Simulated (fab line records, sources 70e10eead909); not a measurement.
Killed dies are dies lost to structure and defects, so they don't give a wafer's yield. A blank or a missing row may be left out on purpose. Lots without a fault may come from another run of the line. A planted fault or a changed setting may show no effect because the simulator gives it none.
A struck lot beside a sound one | flow nand_harc | 15 steps out of a route of 1159
Sound: wafers L243.2, L243.3, L243.6. Struck: wafers L254.2, L254.4, L254.6. The cause comes at the end.
At each step with rows: each side's tool, then ch and its chambers, then its first start. Under that, the readings that differ: sound wafers | struck wafers | difference of the means | sigmas: that difference in standard deviations of wafers without a fault.
alike: readings whose means differ by less than 2 such deviations, and words and numbers that are the same on both sides. not compared: withheld readings, readings that some wafer has no value for, bounds like >300 that may hide the same value, and numbers for which the record gives no deviation and whose values overlap.
The two part at a step that has a row with sigmas, a row that says differs or no value, or rows on one side only. Numbers that don't overlap but have no deviation are shown without sigmas and don't part them. A reading that every wafer of one side lacks parts them only if that side has two wafers or more.

first, 3 steps without rows for these wafers: NHARC_A_BLC_EXPOSE_07 (exposes mask A BLC, target cd 100 nm); NHARC_A_BLC_PEB_08 (peb time 65 s); NHARC_A_BLC_DEVELOP_09 (develop time 35 s).
NHARC_A_BLC_CD_MEAS_10: target cd 100 nm.
  sound on cd_sem-02 ch 0, day 18 02:54; struck on cd_sem-03 ch 0, day 20 03:00
  alike: cd_nm
NHARC_A_BLC_OVL_MEAS_11:
  sound on overlay-02, day 18 03:00; struck on overlay-02, day 20 03:05
  reading           | sound          | struck      | difference | sigmas
  overlay_y_nm (nm) | -1.3 -1.6 -1.6 | 0.1 0.3 0.3 | +1.7       | +2
  alike: overlay_x_nm
NHARC_A_BLC_INSPECT_12:
  sound on defect_inspect-02, day 18 03:02; struck on defect_inspect-01, day 20 03:07
  alike: raw_defect_count
NHARC_A_BLC_DESCUM_15: chemistry O2, time 3 s.
  sound on rie_diel-01 ch 1,3, day 18 03:07; struck on rie_diel-05 ch 0,1,2, day 20 03:11
  alike: drypump_motor_current_A, oes_product_au, rf_vpp_V, showerhead_plenum_p_Torr, throttle_valve_pct
  not compared: rf_hours_counter_h
NHARC_A_BLC_ETCH_16: etches the open film in CF4, target depth 39 nm, time 65 s.
  sound on rie_diel-01 ch 0,2, day 18 03:11; struck on rie_diel-05 ch 0,2,3, day 20 03:16
  alike: drypump_motor_current_A, oes_product_au, rf_vpp_V, showerhead_plenum_p_Torr, throttle_valve_pct
  not compared: rf_hours_counter_h
NHARC_A_BLC_ETCH_17: etches the open film in N2/H2, target depth 390 nm, time 609.38 s.
  sound on rie_diel-01 ch 0,2; struck on rie_diel-05 ch 1,2
  reading                         | sound          | struck         | difference | sigmas
  showerhead_plenum_p_Torr (Torr) | 1.97 1.91 1.97 | 2.12 2.14 2.12 | +0.18      | +2
  alike: drypump_motor_current_A, oes_product_au, rf_vpp_V, throttle_valve_pct
  not compared: rf_hours_counter_h
NHARC_A_BLC_ETCH_18: etches the open film in C4F8/O2/Ar, target depth 910 nm.
  sound on rie_diel-01 ch 0,1; struck on rie_diel-05 ch 0,1,3
  reading               | sound             | struck            | difference | sigmas
  oes_product_au (a.u.) | 0.975 0.970 0.981 | 0.911 0.917 0.915 | -0.061     | -3
  alike: rf_vpp_V
  not compared: rf_hours_counter_h
NHARC_A_BLC_CD_MEAS_19:
  sound on cd_sem-03, day 18 04:04; struck on cd_sem-01, day 20 04:15
  alike: cd_nm
NHARC_A_BLC_STRIP_29: strips in CF4.
  sound on rie_diel-05 ch 0,2,3, day 18 04:10; struck on rie_diel-05 ch 1,2,3, day 20 04:20
  alike: cf4_flow_sccm, drypump_motor_current_A, oes_product_au, rf_vpp_V, showerhead_plenum_p_Torr, throttle_valve_pct
  not compared: rf_hours_counter_h
NHARC_A_BLC_STRIP_21: strips in O2.
  sound on rie_diel-05 ch 0,1,3, day 18 04:15; struck on rie_diel-05 ch 0,3, day 20 04:26
  no value came back on the struck wafers for any of 7 readings (bias_w (W), chamber_pressure_mTorr (mTorr) and others); on the sound wafers bias_w (W) reads 0 0 0
  not compared: rf_hours_counter_h
then, 1 step without rows for these wafers: NHARC_A_BLC_STRIP_22 (strips in post etch residue remover, time 600 s).
-- the record jumps here: 2 days lie between the struck wafers' starts before and after (it left off in module A_BLC and takes up again in module END, whose first step shown is number 1159 of the route) --
NHARC_END_SORT_01:
  sound on prober-02 ch 0, day 21 08:32; struck on prober-01 ch 0, day 22 15:45
  reading             | sound    | struck                                                                  | difference                   | sigmas
  hold                | - - -    | await_dispo/26.1h/scrap await_dispo/26.1h/scrap await_dispo/26.1h/scrap | no value on the sound wafers |
  killed_at_array     | 27 35 27 | 674 676 674                                                             | +645                         | +77
  killed_at_periphery | 5 10 5   | 2 1 3                                                                   | -5                           | -2
  killed_dies         | 32 46 33 | 677 677 677                                                             | +640                         | +71
  alike: killed_at_other, killed_open, killed_short

WHERE THEY PART
First at NHARC_A_BLC_OVL_MEAS_11; last, within this record, at NHARC_END_SORT_01.

WHY: what the simulator had put in
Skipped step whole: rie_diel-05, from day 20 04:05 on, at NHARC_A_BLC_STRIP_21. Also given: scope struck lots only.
